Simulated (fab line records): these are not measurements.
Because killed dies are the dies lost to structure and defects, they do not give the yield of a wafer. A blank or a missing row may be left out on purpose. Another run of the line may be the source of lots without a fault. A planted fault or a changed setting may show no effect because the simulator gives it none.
A struck lot beside a sound one	flow n5-finfet	15 steps out of a route of 1938
Sound: the wafers L989.4, L989.5, L989.6. Struck: wafer L101.4 (left out: L101.3, a lot-mate that was not struck); the cause follows at the end.
For every step that has rows: the tool of each side, followed by ch and its chambers, followed by its first start. Under that, the readings that differ: sound wafers	struck wafers	difference of the means	sigmas: that difference in standard deviations of wafers without a fault.
alike: same words and numbers on both sides, and readings whose means sit less than 2 such deviations apart. not compared: any withheld reading, any reading some wafer has no value for, any bound like >300 that may hide the same value, and any number with overlapping values for which the record gives no deviation.
A row with sigmas, a row that says differs or no value, or rows on one side alone: a step with any of these is where the two part. Numbers that have no deviation but don't overlap get no sigmas and don't part them. A reading that every wafer of one side lacks parts them only if that side has two wafers or more.

first, 7 steps without rows for these wafers: N5_BEOL_M7_COAT_71 (time 60 s, resist thk 5 nm); N5_BEOL_M7_COAT_22 (resist thk 30 nm); N5_BEOL_M7_EBR_24; N5_BEOL_M7_SOFTBAKE_23 (time 60 s); N5_BEOL_M7_EXPOSE_25 (exposes mask V6, target cd 40 nm); N5_BEOL_M7_PEB_26 (peb time 60 s); N5_BEOL_M7_DEVELOP_27 (develop time 30 s).
N5_BEOL_M7_CD_MEAS_28 targets a cd of 40 nm.
  sound on cd-sem-03 ch 0, day 9 19:20; struck on cd-sem-02 ch 0, day 13 03:08
  alike: cd-nm
N5_BEOL_M7_OVL_MEAS_29:
  sound on overlay-01 ch 0, day 9 19:23; struck on overlay-02 ch 0, day 13 03:10
  alike: V6_OVL
N5_BEOL_M7_INSPECT_30: inspects for defects (brightfield).
  sound on defect-inspect-01, day 9 19:26; struck on defect-inspect-02, day 13 03:13
reading	sound	struck	difference	sigmas
raw-defect-count	618 676 796	322	-375	-4
N5_BEOL_M7_DESCUM_33: chemistry O2, time 7 s.
  sound on rie-diel-05 ch 0,1, day 9 19:28; struck on rie-diel-05 ch 1, day 13 03:15
  alike: drypump-motor-current-A, oes-product-au, rf-vpp-V, showerhead-plenum-p-Torr, throttle-valve-pct
  not compared: rf-hours-counter-h
N5_BEOL_M7_ETCH_72: etches underlayer in N2/H2, target depth 6.5 nm, time 5.2 s.
  sound on rie-diel-05 ch 0,1, day 9 19:29; struck on rie-diel-05 ch 1, day 13 03:17
  alike: drypump-motor-current-A, etch-rf-on-time-s, oes-product-au, rf-vpp-V, showerhead-plenum-p-Torr, throttle-valve-pct
  not compared: rf-hours-counter-h
N5_BEOL_M7_ETCH_65: etches SiARC in CF4, target depth 15.6 nm, time 26 s.
  sound on rie-diel-05 ch 0,1, day 9 19:31; struck on rie-diel-05 ch 1, day 13 03:18
reading	sound	struck	difference	sigmas
etch-rf-on-time-s (s)	26.2 26.2 26.2	17.5	-8.7	-16
  alike: drypump-motor-current-A, oes-product-au, rf-vpp-V, showerhead-plenum-p-Torr, throttle-valve-pct
  not compared: rf-hours-counter-h
N5_BEOL_M7_ETCH_66: etches SOC in N2/H2, target depth 80 nm, overetch 16 nm, time 120 s.
  sound on rie-diel-05 ch 0,1, day 9 19:32; struck on rie-diel-05 ch 1, day 13 03:20
  alike: drypump-motor-current-A, oes-product-au, rf-vpp-V, showerhead-plenum-p-Torr, throttle-valve-pct
  not compared: rf-hours-counter-h
-- the record jumps here: 3 days lie between the struck wafers' starts before and after (it left off in module BEOL_M7 and takes up again in module PASSIVATION, whose first step shown is number 1936 of the route) --
N5_PASSIVATION_PROBE_49:
  sound on prober-01, day 13 11:01; struck on prober-01, day 16 09:52
reading	sound	struck	difference	sigmas
killed_at_M4_up	12 19 15	4	-11	-2
  alike: defect-limited-yield, killed_at_M0_to_M3, killed-at-contacts, killed-at-front-end, killed-at-other, killed-dies, killed-open, killed-short, sort_bin_5_function, sort_bin_6_memory, sort-n-pass, sort-yield-pct

## WHERE THEY PART
Last at N5_PASSIVATION_PROBE_49 as far as this record goes, first at N5_BEOL_M7_INSPECT_30.

WHY: what had been put in by the simulator
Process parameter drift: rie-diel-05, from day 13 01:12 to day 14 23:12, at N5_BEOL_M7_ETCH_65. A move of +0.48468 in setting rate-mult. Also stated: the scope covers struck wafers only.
